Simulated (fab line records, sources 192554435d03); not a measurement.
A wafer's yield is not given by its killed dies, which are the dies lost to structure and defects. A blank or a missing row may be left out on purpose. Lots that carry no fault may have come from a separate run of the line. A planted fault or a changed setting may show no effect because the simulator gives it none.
fab line records	flow n5_finfet
record lots=6	wafers=18	last_day=17
route steps=1938 shown HKMG_FIN@444 BEOL_M4@1111 PASSIVATION@1936
lots that met no fault: from a run of the same line without faults
start_h: hours from the record's opening day to when the first of the lot's shown wafers began	wait_h: time in hours since the lot's previous step	" same as the row above	L1.1+2: one row covering several wafers at once	- value missing, or start not given	* or withheld: withheld	< > ~ a bound
route shown NAME@n: a module of which the file shows steps, and the number in the route of the first	usual: mean/standard deviation taken from wafers without a fault	same: alike in all rows	chamber/n: place in a boat	sites: readings site by site	_std_site: how widely they spread, as a standard deviation	_edge_site: mean of outer sites minus mean of inner sites	radius_mm: for every site, how far away it sits from the centre of the wafer	mask NAME#n: copy n	behind: tool/chamber where the wafer was last shaped	hold: what put the lot on hold/how long, in hours/how the hold closed	device: whichever transistor did not switch (one of n, p or np)	end of line: at the end of the route, the tests of the same wafers	where a step has no rows: the recipe by itself	killed: at the first sort, the dies lost to defects and structure; wafer yield is something else	map: a wafer's dies, x killed, . not, _ none there
set.NAME: setting as actually run; set.NAME@STEP: the setting as run at that earlier step	model.NAME: the simulator's own value behind a step, which no gauge read
certain route steps with their lots: each step a table, each wafer a row
services: the hour from which a tool's chamber was out of use, counted from the record's first day as start_h (under 0 if before that day), plus the number of hours and why
## steps
# step N5_HKMG_FIN_ETCH_86
# recipe chemistry=N2/H2	target=SOC	target_depth_a=3932	stop_on=TiN	ion_energy_ev=100	bias_w=61	pressure_mtorr=30	source_w=850	n2_flow_sccm=200	h2_flow_sccm=200
# usual drypump_motor_current_A=5.7/0.49	oes_product_au=0.77/0.094	rf_vpp_V=240.5/1.4	showerhead_plenum_p_Torr=2.54/0.086	throttle_valve_pct=17.86/0.24
lot.wafer	tool	chamber	start_h	wait_h	drypump_motor_current_A	oes_product_au	rf_hours_counter_h	rf_vpp_V	showerhead_plenum_p_Torr	throttle_valve_pct
L607.4	rie_diel-04	0	104.81	-	5.6	0.70	212	240.7	2.52	18.22
L607.5	"	0	"	"	5.6	0.71	-	239.2	2.52	18.23
L607.6	"	3	"	"	5.6	0.75	-	239.6	2.43	17.57
L611.1	rie_diel-01	0	127.63	-	5.4	0.67	250	240.8	2.62	18.41
L611.3	"	2	"	"	5.5	0.74	154	242.1	2.54	17.68
L611.4	"	1	"	"	4.9	0.98	1	240.0	2.50	17.47
L612.2	rie_diel-06	2	133.51	-	5.4	0.70	245	240.7	2.50	18.02
L612.4	"	1	"	"	5.4	0.69	212	240.2	2.52	17.88
L612.6	"	1	"	"	5.4	0.70	-	241.6	2.52	17.87
L616.1	rie_diel-04	2	155.87	-	6.5	0.99	1	241.8	2.72	17.78
L616.2	"	0	"	"	5.6	0.69	233	238.9	2.51	18.26
L616.4	"	3	"	"	5.6	0.74	181	238.6	2.42	17.63
L618.2	rie_diel-01	0	169.56	-	5.3	0.94	7	241.9	2.61	17.99
L618.4	"	1	"	"	4.9	0.91	20	240.1	2.49	17.50
L618.5	"	2	"	"	5.5	0.72	-	241.2	2.53	17.69
L625.1	rie_diel-01	3	211.66	-	5.8	0.87	43	240.9	2.60	17.69
L625.3	"	0	"	"	5.4	0.91	22	241.5	2.61	18.00
L625.5	"	3	"	"	5.8	0.88	-	240.1	2.60	17.69
# step N5_HKMG_FIN_STRIP_89
# recipe chemistry=N2/H2	material=SOC	time_s=20	power_w=500	temp_c=40	pressure_mtorr=50	rf_frequency_hz=6e+07	bias_power_w=8	h2_frac=0.5	n2_flow_sccm=300	h2_flow_sccm=300
# usual drypump_motor_current_A=5.7/0.49	oes_product_au=0.78/0.097	rf_vpp_V=54.1/0.87	showerhead_plenum_p_Torr=3.35/0.11	throttle_valve_pct=19.1/0.3
lot.wafer	tool	chamber	start_h	wait_h	drypump_motor_current_A	oes_product_au	rf_hours_counter_h	rf_vpp_V	showerhead_plenum_p_Torr	throttle_valve_pct
L607.4	rie_diel-04	0	104.87	0.0	5.6	0.72	212	52.7	3.33	19.4
L607.5	"	0	"	"	5.6	0.71	-	55.1	3.33	19.4
L607.6	"	3	"	"	5.6	0.78	-	54.5	3.22	18.8
L611.1	rie_diel-01	0	127.69	0.0	5.4	0.68	250	54.7	3.46	19.6
L611.3	"	2	"	"	5.5	0.74	155	53.9	3.36	19.0
L611.4	"	1	"	"	4.9	0.99	1	53.1	3.30	18.8
L612.2	rie_diel-06	2	133.57	0.0	5.4	0.71	245	55.7	3.31	19.0
L612.4	"	1	"	"	5.3	0.71	212	54.3	3.32	19.0
L612.6	"	1	"	"	5.4	0.71	-	54.8	3.32	19.0
L616.1	rie_diel-04	2	155.93	0.0	6.5	1.00	1	54.0	3.59	19.2
L616.2	"	0	"	"	5.6	0.70	233	53.6	3.32	19.4
L616.4	"	3	"	"	5.7	0.76	181	53.7	3.20	18.9
L618.2	rie_diel-01	0	169.62	0.0	5.4	0.97	8	54.4	3.45	19.2
L618.4	"	1	"	"	4.9	0.93	20	53.6	3.29	18.8
L618.5	"	2	"	"	5.5	0.72	-	52.9	3.34	19.0
L625.1	rie_diel-01	3	211.72	0.0	5.8	0.89	44	54.2	3.43	18.8
L625.3	"	0	"	"	5.4	0.94	22	53.1	3.44	19.2
L625.5	"	3	"	"	5.8	0.89	-	54.0	3.43	18.7
# step N5_HKMG_FIN_WET_ETCH_87
# recipe chemistry=SC1	target=TiN	mix=1:2:40	temp_c=50	time_s=154.2	target_depth_nm=4.7	dry=ipa_marangoni	rinse_time_s=30	rinse_temp_c=23
# step N5_HKMG_FIN_STRIP_88
# recipe chemistry=N2/H2	power_w=2500	temp_c=300	h2_frac=0.65	time_s=360	pressure_mtorr=withheld	n2_flow_sccm=1750	h2_flow_sccm=3250
# usual drypump_motor_current_A=5.7/0.58	heater_power_w=455/30
lot.wafer	tool	chamber	start_h	wait_h	drypump_motor_current_A	heater_power_w	rf_hours_counter_h
L607.4	plasma_asher-02	1	105.19	0.1	5.5	499	-
L607.5	"	0	"	"	6.4	427	-
L607.6	"	1	"	"	5.5	502	-
L611.1	plasma_asher-01	0	127.88	0.0	5.7	459	95
L611.3	"	0	"	"	5.7	449	-
L611.4	"	1	"	"	4.7	441	-
L612.2	plasma_asher-01	1	133.76	0.0	4.7	446	97
L612.4	"	1	"	"	4.7	452	-
L612.6	"	1	"	"	4.7	433	-
L616.1	plasma_asher-02	0	156.17	0.1	6.4	407	53
L616.2	"	1	"	"	5.5	487	53
L616.4	"	1	"	"	5.5	498	-
L618.2	plasma_asher-02	0	169.81	0.0	6.4	412	56
L618.4	"	0	"	"	6.4	423	-
L618.5	"	0	"	"	6.4	425	-
L625.1	plasma_asher-02	1	211.91	0.0	5.5	494	65
L625.3	"	1	"	"	5.6	494	-
L625.5	"	1	"	"	5.5	491	-
# step N5_HKMG_FIN_NWFM_ALD_20
# recipe material=TiAlC	target_thk_a=20	temp_c=300	ald_precursor_family=TiCl4	ald_co_reactant=TEA	pulse_time_s=3	purge_time_s=2	co_reactant_purge_time_s=2	co_reactant_pulse_time_s=10	ald_cycles=7	pressure_torr=3
# step N5_HKMG_FIN_ALD_71
# recipe material=TiN	target_thk_a=10	temp_c=400	ald_precursor_family=TiCl4	ald_co_reactant=NH3	pulse_time_s=1	purge_time_s=3	co_reactant_purge_time_s=2	co_reactant_pulse_time_s=2	ald_cycles=47	pressure_torr=3
# step N5_HKMG_FIN_COAT_66
# recipe resist=SOC	temp_c=250	time_s=60	spin_rpm=1500	resist_thk_nm=300
# step N5_HKMG_FIN_ETCH_67
# recipe chemistry=N2/H2	target=SOC	target_depth_a=3889	stop_on=TiN	ion_energy_ev=100	bias_w=61	pressure_mtorr=30	source_w=850	n2_flow_sccm=200	h2_flow_sccm=200
# usual drypump_motor_current_A=5.7/0.47	oes_product_au=0.78/0.1	rf_vpp_V=240.6/1.2	showerhead_plenum_p_Torr=2.54/0.081	throttle_valve_pct=17.86/0.24
lot.wafer	tool	chamber	start_h	wait_h	drypump_motor_current_A	oes_product_au	rf_hours_counter_h	rf_vpp_V	showerhead_plenum_p_Torr	throttle_valve_pct
L607.4	rie_diel-06	2	105.89	-	5.4	0.71	235	241.0	2.51	18.00
L607.5	"	2	"	"	5.4	0.71	-	239.6	2.51	17.98
L607.6	"	3	"	"	6.8	0.76	-	241.6	2.65	17.76
L611.1	rie_diel-06	2	128.71	-	5.4	0.70	243	239.9	2.51	17.99
L611.3	"	1	"	"	5.4	0.70	211	240.1	2.52	17.86
L611.4	"	3	"	"	6.8	0.76	153	242.5	2.65	17.79
L612.2	rie_diel-04	0	134.89	-	5.6	0.70	223	241.7	2.52	18.25
L612.4	"	1	"	"	5.6	0.70	197	240.3	2.53	17.92
L612.6	"	2	"	"	6.5	0.68	-	239.9	2.40	18.22
L616.1	rie_diel-01	2	157.01	-	5.5	0.73	168	240.7	2.53	17.72
L616.2	"	1	"	"	4.8	0.92	15	240.3	2.49	17.49
L616.4	"	3	"	"	5.8	0.90	26	241.0	2.60	17.65
L618.2	rie_diel-06	2	170.63	-	5.4	0.97	1	238.7	2.50	17.58
L618.4	"	3	"	"	6.8	0.74	169	241.8	2.64	17.82
L618.5	"	1	"	"	5.3	0.69	-	239.2	2.51	17.89
L625.1	rie_diel-04	1	212.75	-	5.6	0.68	224	241.6	2.51	17.95
L625.3	"	3	"	"	5.6	0.73	201	240.0	2.41	17.65
L625.5	"	2	"	"	6.5	0.92	-	242.4	2.71	17.84
# step N5_HKMG_FIN_STRIP_90
# recipe chemistry=N2/H2	material=SOC	time_s=20	power_w=500	temp_c=40	pressure_mtorr=50	rf_frequency_hz=6e+07	bias_power_w=8	h2_frac=0.5	n2_flow_sccm=300	h2_flow_sccm=300
# step N5_HKMG_FIN_WET_ETCH_73
# recipe chemistry=SC1	mix=1:2:40	temp_c=50	time_s=42.3	target_depth_nm=1.3	dry=ipa_marangoni	rinse_time_s=30	rinse_temp_c=23
# step N5_HKMG_FIN_ETCHBACK_68
# recipe chemistry=Cl2/Ar	stop_on=HfO2	target_depth_a=5	pressure_mtorr=10	icp_w=600	bias_w=60	Cl2_flow_sccm=40	Ar_flow_sccm=60
# step N5_HKMG_FIN_STRIP_69
# recipe chemistry=N2/H2	power_w=2500	temp_c=300	h2_frac=0.65	time_s=360	pressure_mtorr=withheld	n2_flow_sccm=1750	h2_flow_sccm=3250
# usual drypump_motor_current_A=5.6/0.6	heater_power_w=453/29
lot.wafer	tool	chamber	start_h	wait_h	drypump_motor_current_A	heater_power_w	rf_hours_counter_h
L607.4	plasma_asher-01	0	106.38	0.2	5.7	447	-
L607.5	"	0	"	"	5.7	453	-
L607.6	"	1	"	"	4.7	455	-
L611.1	plasma_asher-01	1	129.06	0.1	4.7	456	96
L611.3	"	0	"	"	5.7	465	-
L611.4	"	1	"	"	4.7	450	-
L612.2	plasma_asher-01	1	135.25	0.1	4.7	445	97
L612.4	"	1	"	"	4.7	445	-
L612.6	"	0	"	"	5.7	455	-
L616.1	plasma_asher-02	0	157.38	0.1	6.4	421	53
L616.2	"	1	"	"	5.5	487	53
L616.4	"	1	"	"	5.5	495	-
L618.2	plasma_asher-02	0	170.99	0.1	6.4	409	57
L618.4	"	0	"	"	6.4	409	-
L618.5	"	0	"	"	6.4	430	-
L625.1	plasma_asher-01	1	213.11	0.1	4.7	444	110
L625.3	"	1	"	"	4.7	443	-
L625.5	"	0	"	"	5.8	455	-
# step N5_HKMG_FIN_ALD_21
# recipe material=TiN	target_thk_a=15	temp_c=400	ald_precursor_family=TiCl4	ald_co_reactant=NH3	pulse_time_s=1	purge_time_s=3	co_reactant_purge_time_s=2	co_reactant_pulse_time_s=2	ald_cycles=68	pressure_torr=3
# usual ald_cycles=68/0	chamber_pressure_Torr=2.999/0.0067	heater_power_w=912/93	precursor_pulse_height_rel=1.002/0.02
lot.wafer	tool	chamber	start_h	wait_h	ald_cycles	chamber_pressure_Torr	heater_power_w	precursor_pulse_height_rel
L607.4	ald_metal-01	0	106.64	0.1	68	2.989	840	1.008
L607.5	"	2	"	"	68	3.004	1082	1.004
L607.6	"	3	"	"	68	2.998	914	1.007
L611.1	ald_metal-04	1	129.45	0.3	-	-	-	-
L611.3	"	0	"	"	-	-	-	-
L611.4	"	2	"	"	-	-	-	-
L612.2	ald_metal-01	2	135.64	0.3	-	-	-	-
L612.4	"	1	"	"	-	-	-	-
L612.6	"	3	"	"	-	-	-	-
L616.1	ald_metal-03	1	157.76	0.3	68	2.998	930	1.019
L616.2	"	2	"	"	68	2.998	947	1.015
L616.4	"	3	"	"	68	3.003	897	0.997
L618.2	ald_metal-01	2	171.37	0.3	68	2.999	1132	1.015
L618.4	"	1	"	"	68	2.989	951	1.012
L618.5	"	1	"	"	68	3.001	941	1.021
L625.1	ald_metal-04	3	213.63	0.4	68	2.999	752	1.025
L625.3	"	1	"	"	68	3.005	1051	1.015
L625.5	"	3	"	"	68	3.000	760	1.050
# step N5_HKMG_FIN_ALD_72
# recipe material=W	target_thk_a=20	temp_c=300	pressure_torr=7.5	ald_precursor_family=WF6	ald_co_reactant=B2H6	pulse_time_s=1	purge_time_s=2	co_reactant_purge_time_s=2	co_reactant_pulse_time_s=3	ald_cycles=7
# step N5_BEOL_M4_RC_MEAS_101
# usual DIBL_N=36.4/1.5	DIBL_P=36.6/1.9	IOFF_N=0.155/0.021	IOFF_P=0.211/0.028	ION_N=671/8.6	ION_P=462/5.8	SS_N=71.5/0.5	SS_P=73.4/0.58	VT_N=250.1/2.4	VT_P=-250.1/3
lot.wafer	tool	chamber	start_h	wait_h	DIBL_N[mV/V]	DIBL_P[mV/V]	IOFF_N[nA/um]	IOFF_P[nA/um]	ION_N[uA/um]	ION_P[uA/um]	SS_N[mV/dec]	SS_P[mV/dec]	VT_N[mV]	VT_P[mV]
L607.4	prober-02	0	187.46	0.5	34.8	33.8	0.118	0.144	656	447	70.7	72.6	254.6	-255.9
L607.5	"	0	"	"	35.0	34.5	0.137	0.158	669	450	71.0	73.2	249.6	-258.4
L607.6	"	0	"	"	36.6	36.4	0.154	0.179	675	459	71.1	73.5	247.8	-254.7
L616.1	prober-01	0	244.20	0.0	36.8	35.1	0.138	0.189	666	460	71.4	72.8	250.7	-253.3
L616.2	"	0	"	"	37.1	35.7	0.148	0.196	671	460	71.5	72.9	251.4	-253.0
L616.4	"	0	"	"	36.1	34.0	0.129	0.175	666	456	70.4	72.6	252.9	-252.5
L618.2	prober-02	0	253.29	0.2	38.5	39.2	0.184	0.262	689	472	71.7	74.0	246.4	-247.2
L618.4	"	0	"	"	36.7	36.6	0.153	0.218	681	468	71.5	73.7	247.8	-251.6
L618.5	"	0	"	"	36.9	36.5	0.154	0.214	664	458	72.1	73.5	247.7	-249.8
L625.1	prober-01	0	297.26	0.0	35.2	35.6	0.151	0.193	671	461	72.0	72.9	250.0	-251.9
L625.3	"	0	"	"	34.2	34.3	0.145	0.181	672	460	71.6	72.7	252.7	-252.8
L625.5	"	0	"	"	33.5	33.9	0.131	0.171	664	457	71.2	72.7	252.5	-252.1
# step N5_PASSIVATION_PROBE_49
# usual defect_limited_yield=91.5/1.4	killed_at_M0_to_M3=33/10	killed_at_M4_up=13/5	killed_at_contacts=13/5.6	killed_at_front_end=38/12	killed_at_other=3.9/2.7	killed_dies=100/16	killed_on_rim=13/4	killed_open=66/13	killed_short=32/7.2	sort_bin_5_function=5.0/0.97	sort_bin_6_memory=3.2/0.61	sort_n_pass=1080/16	sort_yield_pct=91.5/1.4
# same gross_dies=1180	killed_at_back_side=0	sort_bin_4_leakage[%]=0	sort_bin_8_speed[%]=0
lot.wafer	tool	chamber	start_h	wait_h	defect_limited_yield[%]	killed_at_M0_to_M3	killed_at_M4_up	killed_at_contacts	killed_at_front_end	killed_at_other	killed_dies	killed_on_rim	killed_open	killed_short	sort_bin_5_function[%]	sort_bin_6_memory[%]	sort_n_pass	sort_yield_pct[%]
L611.1	prober-01	-	314.34	0.3	0	28	13	14	1119	6	1180	152	54	38	96.6	3.1	0	0
L611.3	prober-01	-	314.44	0.4	0	35	16	13	1115	1	1180	152	76	23	95.5	4.4	0	0
L611.4	prober-01	-	314.49	0.5	0	30	14	22	1113	1	1180	152	77	36	95.8	4.0	0	0
L612.2	prober-01	-	329.88	0.1	0	24	19	4	1127	6	1180	152	64	25	96.4	3.1	0	0
L612.4	prober-01	-	329.98	0.2	0	38	15	10	1109	8	1180	152	78	41	96.7	3.1	0	0
L612.6	prober-01	-	330.08	0.3	0	30	23	8	1115	4	1180	152	84	29	95.8	4.1	0	0
# killed by level:class
L611.1 HKMG_FIN:area_ald=1086 MOL_CONTACT_COAG:geometric_particle:open=12 BEOL_M1:geometric_particle:short=12 STI_FIN_REVEAL:geometric_particle:open=9 FIN_SAQP:geometric_particle:short=8 BEOL_M8:geometric_particle:open=5 BEOL_M3:geometric_particle:open=4 FIN_SAQP:geometric_particle:open=3
L611.3 HKMG_FIN:area_ald=1079 STI_FIN_REVEAL:geometric_particle:open=17 BEOL_M2:geometric_particle:open=13 MOL_CONTACT_COAG:geometric_particle:open=9 BEOL_M8:geometric_particle:open=7 BEOL_M0_SAQP:geometric_particle:open=7 BEOL_M0_SAQP:geometric_particle:short=6 FIN_SAQP:geometric_particle:open=5
L611.4 HKMG_FIN:area_ald=1065 STI_FIN_REVEAL:geometric_particle:open=26 MOL_CONTACT_COAG:geometric_particle:open=18 BEOL_M3:geometric_particle:open=11 STI_FIN_REVEAL:geometric_particle:short=9 FIN_SAQP:geometric_particle:open=5 BEOL_M1:geometric_particle:short=5 MOL_CONTACT_COAG:geometric_particle:short=4
L612.2 HKMG_FIN:area_ald=1091 STI_FIN_REVEAL:geometric_particle:open=19 BEOL_M0_SAQP:geometric_particle:open=11 BEOL_M4:geometric_particle:open=10 BEOL_M0_SAQP:geometric_particle:short=7 GATE_CUT:geometric_particle:short=5 BEOL_M1:geometric_particle:open=4 FIN_SAQP:geometric_particle:short=3
L612.4 HKMG_FIN:area_ald=1061 STI_FIN_REVEAL:geometric_particle:open=19 BEOL_M0_SAQP:geometric_particle:short=10 BEOL_M0_SAQP:geometric_particle:open=9 MOL_CONTACT_COAG:geometric_particle:open=8 BEOL_M2:geometric_particle:open=7 BEOL_M4:geometric_particle:open=7 GATE_CUT:geometric_particle:short=6
L612.6 HKMG_FIN:area_ald=1066 STI_FIN_REVEAL:geometric_particle:open=18 BEOL_M4:geometric_particle:open=8 MOL_CONTACT_COAG:geometric_particle:open=7 FIN_SAQP:geometric_particle:open=6 BEOL_M0_SAQP:geometric_particle:short=6 STARTING-WAFER:geometric_particle:open=6 BEOL_M7:geometric_particle:open=6
# map L611.1 (x killed, . not)
_________________xxxxxxxxxxxx________________
______________xxxxxxxxxxxxxxxxxx_____________
___________xxxxxxxxxxxxxxxxxxxxxxxx__________
__________xxxxxxxxxxxxxxxxxxxxxxxxxx_________
________xxxxxxxxxxxxxxxxxxxxxxxxxxxxxx_______
_______xxxxxxxxxxxxxxxxxxxxxxxxxxxxxxxx______
______xxxxxxxxxxxxxxxxxxxxxxxxxxxxxxxxxx_____
_____xxxxxxxxxxxxxxxxxxxxxxxxxxxxxxxxxxxx____
____xxxxxxxxxxxxxxxxxxxxxxxxxxxxxxxxxxxxxx___
___xxxxxxxxxxxxxxxxxxxxxxxxxxxxxxxxxxxxxxxx__
___xxxxxxxxxxxxxxxxxxxxxxxxxxxxxxxxxxxxxxxx__
__xxxxxxxxxxxxxxxxxxxxxxxxxxxxxxxxxxxxxxxxxx_
__xxxxxxxxxxxxxxxxxxxxxxxxxxxxxxxxxxxxxxxxxx_
_xxxxxxxxxxxxxxxxxxxxxxxxxxxxxxxxxxxxxxxxxxxx
_xxxxxxxxxxxxxxxxxxxxxxxxxxxxxxxxxxxxxxxxxxxx
_xxxxxxxxxxxxxxxxxxxxxxxxxxxxxxxxxxxxxxxxxxxx
_xxxxxxxxxxxxxxxxxxxxxxxxxxxxxxxxxxxxxxxxxxxx
_xxxxxxxxxxxxxxxxxxxxxxxxxxxxxxxxxxxxxxxxxxxx
_xxxxxxxxxxxxxxxxxxxxxxxxxxxxxxxxxxxxxxxxxxxx
_xxxxxxxxxxxxxxxxxxxxxxxxxxxxxxxxxxxxxxxxxxxx
_xxxxxxxxxxxxxxxxxxxxxxxxxxxxxxxxxxxxxxxxxxxx
__xxxxxxxxxxxxxxxxxxxxxxxxxxxxxxxxxxxxxxxxxx_
__xxxxxxxxxxxxxxxxxxxxxxxxxxxxxxxxxxxxxxxxxx_
___xxxxxxxxxxxxxxxxxxxxxxxxxxxxxxxxxxxxxxxx__
___xxxxxxxxxxxxxxxxxxxxxxxxxxxxxxxxxxxxxxxx__
____xxxxxxxxxxxxxxxxxxxxxxxxxxxxxxxxxxxxxx___
_____xxxxxxxxxxxxxxxxxxxxxxxxxxxxxxxxxxxx____
______xxxxxxxxxxxxxxxxxxxxxxxxxxxxxxxxxx_____
_______xxxxxxxxxxxxxxxxxxxxxxxxxxxxxxxx______
________xxxxxxxxxxxxxxxxxxxxxxxxxxxxxx_______
__________xxxxxxxxxxxxxxxxxxxxxxxxxx_________
___________xxxxxxxxxxxxxxxxxxxxxxxx__________
______________xxxxxxxxxxxxxxxxxx_____________
_________________xxxxxxxxxxxx________________
# map L612.2 (x killed, . not)
_________________xxxxxxxxxxxx________________
______________xxxxxxxxxxxxxxxxxx_____________
___________xxxxxxxxxxxxxxxxxxxxxxxx__________
__________xxxxxxxxxxxxxxxxxxxxxxxxxx_________
________xxxxxxxxxxxxxxxxxxxxxxxxxxxxxx_______
_______xxxxxxxxxxxxxxxxxxxxxxxxxxxxxxxx______
______xxxxxxxxxxxxxxxxxxxxxxxxxxxxxxxxxx_____
_____xxxxxxxxxxxxxxxxxxxxxxxxxxxxxxxxxxxx____
____xxxxxxxxxxxxxxxxxxxxxxxxxxxxxxxxxxxxxx___
___xxxxxxxxxxxxxxxxxxxxxxxxxxxxxxxxxxxxxxxx__
___xxxxxxxxxxxxxxxxxxxxxxxxxxxxxxxxxxxxxxxx__
__xxxxxxxxxxxxxxxxxxxxxxxxxxxxxxxxxxxxxxxxxx_
__xxxxxxxxxxxxxxxxxxxxxxxxxxxxxxxxxxxxxxxxxx_
_xxxxxxxxxxxxxxxxxxxxxxxxxxxxxxxxxxxxxxxxxxxx
_xxxxxxxxxxxxxxxxxxxxxxxxxxxxxxxxxxxxxxxxxxxx
_xxxxxxxxxxxxxxxxxxxxxxxxxxxxxxxxxxxxxxxxxxxx
_xxxxxxxxxxxxxxxxxxxxxxxxxxxxxxxxxxxxxxxxxxxx
_xxxxxxxxxxxxxxxxxxxxxxxxxxxxxxxxxxxxxxxxxxxx
_xxxxxxxxxxxxxxxxxxxxxxxxxxxxxxxxxxxxxxxxxxxx
_xxxxxxxxxxxxxxxxxxxxxxxxxxxxxxxxxxxxxxxxxxxx
_xxxxxxxxxxxxxxxxxxxxxxxxxxxxxxxxxxxxxxxxxxxx
__xxxxxxxxxxxxxxxxxxxxxxxxxxxxxxxxxxxxxxxxxx_
__xxxxxxxxxxxxxxxxxxxxxxxxxxxxxxxxxxxxxxxxxx_
___xxxxxxxxxxxxxxxxxxxxxxxxxxxxxxxxxxxxxxxx__
___xxxxxxxxxxxxxxxxxxxxxxxxxxxxxxxxxxxxxxxx__
____xxxxxxxxxxxxxxxxxxxxxxxxxxxxxxxxxxxxxx___
_____xxxxxxxxxxxxxxxxxxxxxxxxxxxxxxxxxxxx____
______xxxxxxxxxxxxxxxxxxxxxxxxxxxxxxxxxx_____
_______xxxxxxxxxxxxxxxxxxxxxxxxxxxxxxxx______
________xxxxxxxxxxxxxxxxxxxxxxxxxxxxxx_______
__________xxxxxxxxxxxxxxxxxxxxxxxxxx_________
___________xxxxxxxxxxxxxxxxxxxxxxxx__________
______________xxxxxxxxxxxxxxxxxx_____________
_________________xxxxxxxxxxxx________________
## services
tool	chamber	start_h	hours	kind
rie_diel-01	1	86.89	2.2	repair
rie_diel-06	3	95.74	5.3	repair
rie_diel-06	1	102.17	2.4	repair
rie_diel-01	-	104.58	0.5	repair
rie_diel-01	1	107.44	-	clean
rie_diel-01	1	107.44	-	consumable_replace:focus_ring
rie_diel-01	1	107.44	16.2	scheduled_down
rie_diel-01	1	107.44	16.2	vent_cycle
rie_diel-06	0	118.56	6.0	repair
ald_metal-01	0	125.60	34.5	repair
rie_diel-01	0	128.57	-	clean
rie_diel-01	0	128.57	-	consumable_replace:focus_ring
rie_diel-01	0	128.57	21.9	scheduled_down
rie_diel-01	0	128.57	21.9	vent_cycle
ald_metal-03	1	132.93	3.8	repair
rie_diel-04	2	135.03	-	clean
rie_diel-04	2	135.03	-	consumable_replace:focus_ring
rie_diel-04	2	135.03	-	consumable_replace:showerhead
rie_diel-04	2	135.03	19.1	scheduled_down
rie_diel-04	2	135.03	19.1	vent_cycle
plasma_asher-01	-	151.40	9.6	repair
ald_metal-01	3	157.51	3.4	repair
ald_metal-04	2	180.37	35.2	repair
ald_metal-01	3	188.50	7.2	repair
## key
first_sign step=N5_HKMG_FIN_ALD_21	reading=tool_record	direction=missing
effect step=N5_PASSIVATION_PROBE_49	reading=sort_bin_5_function	direction=up	sigmas=94	usual=5.0	struck=96.1
more_kills_born_at N5_HKMG_FIN_ALD_21@ald_metal-04=3230	N5_HKMG_FIN_ALD_21@ald_metal-01=3218
met_at N5_HKMG_FIN_ALD_21
struck_wafers L611.1,L611.3,L611.4,L612.2,L612.4,L612.6
later_rows_left_out L611.1,L611.3,L611.4,L612.2,L612.4,L612.6
onset_between 106.64 129.45
fault kind=skipped_step_whole	tool=ald_metal-01,ald_metal-04	chamber=-	onset_h=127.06	steps=N5_HKMG_FIN_ALD_21	scope=struck_lots_only
# later_rows_left_out: the simulator's readings of these wafers behind a module that went badly wrong aren't trusted and aren't shown, but for the sort
